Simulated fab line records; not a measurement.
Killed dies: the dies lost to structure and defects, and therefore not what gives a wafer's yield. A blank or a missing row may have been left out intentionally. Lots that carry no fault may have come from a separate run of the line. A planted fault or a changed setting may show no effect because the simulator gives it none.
Chamber matching + flow nand-harc + ald-hk-04 running NHARC_A_WL_FILL_ALD_10: 4 sister chambers
The step deposits SiO2, target thk 50 nm, pulse time 10 s, ald cycles 500. 30 wafers are shown with their chamber, then 12 later ones without.

WAFERS, EACH WITH ITS CHAMBER
| wafer  | chamber | heater-power-w (W) | precursor-pulse-height-rel |
|--------|---------|--------------------|----------------------------|
| L074.2 | 1       | 414                | 1.012                      |
| L074.4 | 0       | 420                | 0.997                      |
| L074.5 | 1       | 416                | 0.977                      |
| L077.2 | 2       | 375                | 0.988                      |
| L077.3 | 3       | 507                | 1.022                      |
| L077.5 | 0       | 409                | 1.021                      |
| L077.1 | 0       | 419                | 0.998                      |
| L077.4 | 1       | 413                | 1.036                      |
| L077.6 | 3       | 499                | 1.009                      |
| L076.4 | 3       | 509                | 1.023                      |
| L076.1 | 1       | 411                | 0.990                      |
| L076.2 | 0       | 410                | 0.994                      |
| L076.3 | 2       | 369                | 1.020                      |
| L076.6 | 3       | 509                | 0.986                      |
| L076.5 | 0       | 407                | 0.984                      |
| L081.2 | 3       | 497                | 1.041                      |
| L081.4 | 2       | 371                | 0.999                      |
| L081.5 | 0       | 417                | 1.005                      |
| L084.2 | 0       | 423                | 0.987                      |
| L084.3 | 2       | 377                | 1.004                      |
| L084.4 | 1       | 420                | 0.992                      |
| L084.1 | 3       | 502                | 1.007                      |
| L084.5 | 0       | 426                | 0.980                      |
| L084.6 | 1       | 417                | 0.969                      |
| L087.2 | 1       | 422                | 1.002                      |
| L087.4 | 2       | 381                | 1.008                      |
| L087.6 | 3       | 522                | 1.038                      |
| L088.2 | 0       | 421                | 1.005                      |
| L088.3 | 2       | 379                | 1.053                      |
| L088.4 | 3       | 511                | 1.004                      |

SIGNATURES, as means of the wafers listed above
| reading                    | chamber 0 | chamber 1 | chamber 2 | chamber 3 | scatter within a chamber |
|----------------------------|-----------|-----------|-----------|-----------|--------------------------|
| heater-power-w             | 416.89    | 416.14    | 375.33    | 507.00    | 6.19                     |
| precursor-pulse-height-rel | 0.99678   | 0.99686   | 1.01200   | 1.01625   | 0.0188                   |
Rule: distance of a wafer from a chamber = root of the sum over the readings of ((wafer's reading minus chamber's mean) / reading's scatter) squared. If the next closest chamber is less than 2 further off than the closest, the wafer can't be placed; otherwise it belongs to the closest. The scatter: the root of (the sum of the squares of (reading less its chamber's mean) over the shown wafers, divided by (wafers less chambers)).

WAFERS WHOSE CHAMBER IS MISSING
| wafer  | heater-power-w (W) | precursor-pulse-height-rel |
|--------|--------------------|----------------------------|
| L090.4 | 412                | 0.970                      |
| L090.5 | 409                | 1.001                      |
| L090.6 | 409                | 0.938                      |
| L093.4 | 406                | 0.996                      |
| L093.2 | 420                | 1.020                      |
| L093.5 | 401                | 1.007                      |
| L095.4 | 403                | 1.002                      |
| L095.5 | 414                | 0.986                      |
| L095.6 | 544                | 0.990                      |
| L097.2 | 401                | 0.971                      |
| L097.1 | 421                | 1.006                      |
| L097.5 | 397                | 0.985                      |

WHICH CHAMBER EACH ONE RAN IN
| wafer  | from the rows above          | in truth |
|--------|------------------------------|----------|
| L090.4 | can't be placed: 1 or 0      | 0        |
| L090.5 | can't be placed: 1 or 0      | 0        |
| L090.6 | can't be placed: 1 or 0      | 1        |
| L093.4 | can't be placed: 1 or 0      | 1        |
| L093.2 | can't be placed: 0 or 1      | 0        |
| L093.5 | can't be placed: 1 or 0 or 2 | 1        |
| L095.4 | can't be placed: 1 or 0      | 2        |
| L095.5 | can't be placed: 1 or 0      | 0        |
| L095.6 | 3                            | 3        |
| L097.2 | can't be placed: 1 or 0 or 2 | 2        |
| L097.1 | can't be placed: 0 or 1      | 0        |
| L097.5 | can't be placed: 1 or 0 or 2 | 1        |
Correctly placed: 1 of 12. Can't be placed from these rows: 11 (the true chamber is among the candidates in 10). Wrongly placed: 0.
